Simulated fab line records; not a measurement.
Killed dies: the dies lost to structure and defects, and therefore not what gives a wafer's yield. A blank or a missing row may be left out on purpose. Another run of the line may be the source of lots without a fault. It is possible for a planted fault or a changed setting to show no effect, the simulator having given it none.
2 desks, one fault | flow n5-finfet | each desk has only its own numbers; what lay behind them comes last

TOOL OWNER'S DESK, litho-track-05
The tool's own readings at N5_MOL_CONTACT_COAG_COAT_75 (time 60 s, resist thk 60 nm): means of the sampled wafers that have a number, for each lot that ran on this tool. Marked OUT: a lot whose mean sits more than 4 standard deviations from the usual mean, which makes it out of limits; the brackets give that distance.
Columns: A = dispense-pressure-kPa at N5_MOL_CONTACT_COAG_COAT_75, usual 49.9 kPa; B = exhaust-pa at N5_MOL_CONTACT_COAG_COAT_75, usual 45.2 Pa; C = resist-line-temp-C at N5_MOL_CONTACT_COAG_COAT_75, usual 23.01 C; D = spin-speed-rpm at N5_MOL_CONTACT_COAG_COAT_75, usual 1499.9 rpm
lot  | first seen here | A    | B    | C     | D
L186 | day 5 05:34     | 48.5 | 44.9 | 23.07 | 1500.5
L188 | day 5 13:34     | 48.5 | 45.9 | 22.87 | 1498.6
L191 | day 6 07:59     | 48.5 | 45.7 | 23.03 | 1438.0 (-70) OUT
L196 | day 7 12:29     | 48.5 | 45.0 | 23.11 | 1438.2 (-69) OUT
L205 | day 9 18:43     | 48.5 | 44.6 | 23.01 | 1499.4
L209 | day 11 03:28    | 48.5 | 45.2 | 22.85 | 1499.3
This desk's finding: out of limits on L191, L196; first on L191, day 6 07:59 (spin-speed-rpm at N5_MOL_CONTACT_COAG_COAT_75). In limits: L186, L188, L205, L209.

FROM THE METROLOGY DESK
Lot by lot, what the gauges showed, no matter which tool ran the lot: averages of those sampled wafers that carry a number. Marked OUT: a lot whose mean sits more than 4 standard deviations from the usual mean, which makes it out of limits; the brackets give that distance. Of its 10 readings 7 are shown: those that lie furthest out on some lot.
Columns: A = DIBL_P at N5_BEOL_M4_RC_MEAS_101, usual 36.1 mV/V; B = IOFF_N at N5_BEOL_M4_RC_MEAS_101, usual 0.153 nA/um; C = IOFF_P at N5_BEOL_M4_RC_MEAS_101, usual 0.215 nA/um; D = ION_P at N5_BEOL_M4_RC_MEAS_101, usual 463 uA/um; E = SS_N at N5_BEOL_M4_RC_MEAS_101, usual 71.5 mV/dec; F = VT_N at N5_BEOL_M4_RC_MEAS_101, usual 250.6 mV; G = VT_P at N5_BEOL_M4_RC_MEAS_101, usual -249 mV
lot  | first seen here | A    | B     | C     | D   | E    | F     | G
L186 | day 8 02:04     | 37.8 | 0.157 | 0.251 | 468 | 72.2 | 250.6 | -246
L188 | day 8 07:58     | 37.7 | 0.175 | 0.240 | 461 | 72.3 | 248.1 | -247
L191 | day 9 03:06     | 35.8 | 0.138 | 0.202 | 459 | 71.2 | 253.5 | -252
L196 | day 10 13:11    | 38.5 | 0.155 | 0.236 | 468 | 71.7 | 251.0 | -247
L202 | day 12 05:56    | 33.1 | 0.121 | 0.156 | 451 | 70.8 | 253.7 | -256
L205 | day 12 07:14    | 35.3 | 0.149 | 0.207 | 463 | 71.3 | 249.7 | -250
L206 | day 12 23:07    | 35.0 | 0.122 | 0.181 | 458 | 71.3 | 254.2 | -252
L208 | day 13 08:04    | 34.3 | 0.138 | 0.191 | 463 | 71.2 | 252.5 | -252
L207 | day 13 09:07    | 36.9 | 0.161 | 0.238 | 472 | 71.3 | 251.0 | -248
L209 | day 13 14:23    | 36.3 | 0.157 | 0.210 | 463 | 71.2 | 249.6 | -249
This desk found nothing out of limits on any of the 10 lots.

BROUGHT TOGETHER
At day 6 07:59, on L191, L196, the tool owner's desk was in a position to raise an alarm.
Metrology desk: nothing out of limits seen.
The metrology desk holds a record of L191, L196, inside its limits.
On litho-track-05, each named lot ran N5_MOL_CONTACT_COAG_COAT_75.

WHAT THE SIMULATOR HAD PUT IN
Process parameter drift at N5_MOL_CONTACT_COAG_COAT_75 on litho-track-05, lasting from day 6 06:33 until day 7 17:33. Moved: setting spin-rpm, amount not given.
Lots struck among those shown: L191, L196.
Time in hours from fault onset to the first out-of-limits reading at each desk: the tool owner's desk, 1.
